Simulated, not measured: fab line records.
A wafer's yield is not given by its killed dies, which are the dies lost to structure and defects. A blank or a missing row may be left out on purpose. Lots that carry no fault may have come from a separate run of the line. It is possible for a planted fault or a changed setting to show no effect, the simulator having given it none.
Problem report, 8D (eight disciplines) form, completed by code / flow n5_finfet / the parts of the form that need people (team, actions taken, sign-off) are left out

1. THE PROBLEM
At N5_BEOL_M8_COAT_22, spin_speed_rpm averages 1384.2 rpm over 6 wafers from 2 lots, while fault-free wafers read 1500.0 rpm, standard deviation 1.2. Measured from the usual mean, that is -96 standard deviations.
The step: resist thk 30 nm.
First observed at day 13 15:20: wafer L246.1, on litho_track-03. The record holds 31 wafers of 11 lots with a number at this step. By rule, "out" or "out of limits" means more than 4 standard deviations away from the usual mean. All remaining wafers that have a number are taken as sound.

2. WHAT IT IS, WHAT IT ISN'T
question=which readings at this step | is=spin_speed_rpm | is not=-
question=which lots | is=L246, L247 | is not=L231, L234, L235, L237, L240, L241, L249, L250, L252
question=which wafers of those lots | is=all that have a number | is not=-
question=read on which tools | is=litho_track-03 | is not=litho_track-02, litho_track-04
question=when | is=from day 13 15:20 | is not=up to then (17 sound wafers); but 8 sound wafers of L249, L250, L252 came after

3. THE SUSPECTS, EACH WITH WHAT RULES IT OUT
Counting: any tool at a process step up to the reading is kept as a suspect provided that every lot that is out went through it and no sound lot did after the first of them.
- rie_diel-02 at N5_BEOL_M8_ETCH_62 (etches SOC in N2/H2, target depth 110 nm, overetch 22 nm, time 165 s): ruled out as a lasting fault. The sound lots L252 went through it after L246, its earliest lot that is out (day 13 14:25).
- litho_track-03 at N5_BEOL_M8_COAT_22 (resist thk 30 nm): kept. All lots that are out passed through it, beginning with L246 at day 13 15:20, and no sound lot followed; its final sound lot before that point was L241 at day 12 16:23. Out on those wafers are its own readings of spin_speed_rpm.
The count leaves litho_track-03 at N5_BEOL_M8_COAT_22.

4. THE CAUSE (what the simulator had put in)
Drift in process parameters on litho_track-03 at N5_BEOL_M8_COAT_22, starting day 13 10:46. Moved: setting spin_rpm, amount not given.
This tool alone remained once counting was done.

5. THE CHAIN OF EFFECTS, in route order
One row per reading whose mean, taken over the struck wafers that have a number, lies over 3 standard deviations from the usual. Only readings whose record carries a usual standard deviation are examined. hours: median over the lots of the time between each lot's start at the first step of this table that gives one and its start at this step. sigmas: the change, counted in usual standard deviations.
hours=0; step=N5_BEOL_M8_COAT_22; reading=spin_speed_rpm; usual=1500.0 rpm; on struck wafers=1384.2; change=-115.8; sigmas=-96
It contains these process steps:
- N5_BEOL_M8_COAT_22: resist thk 30 nm.

6. WHAT WOULD HAVE CAUGHT IT SOONER
The fault began at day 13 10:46; the first out-of-limits reading in this record came at day 13 15:20, 5 hours later.
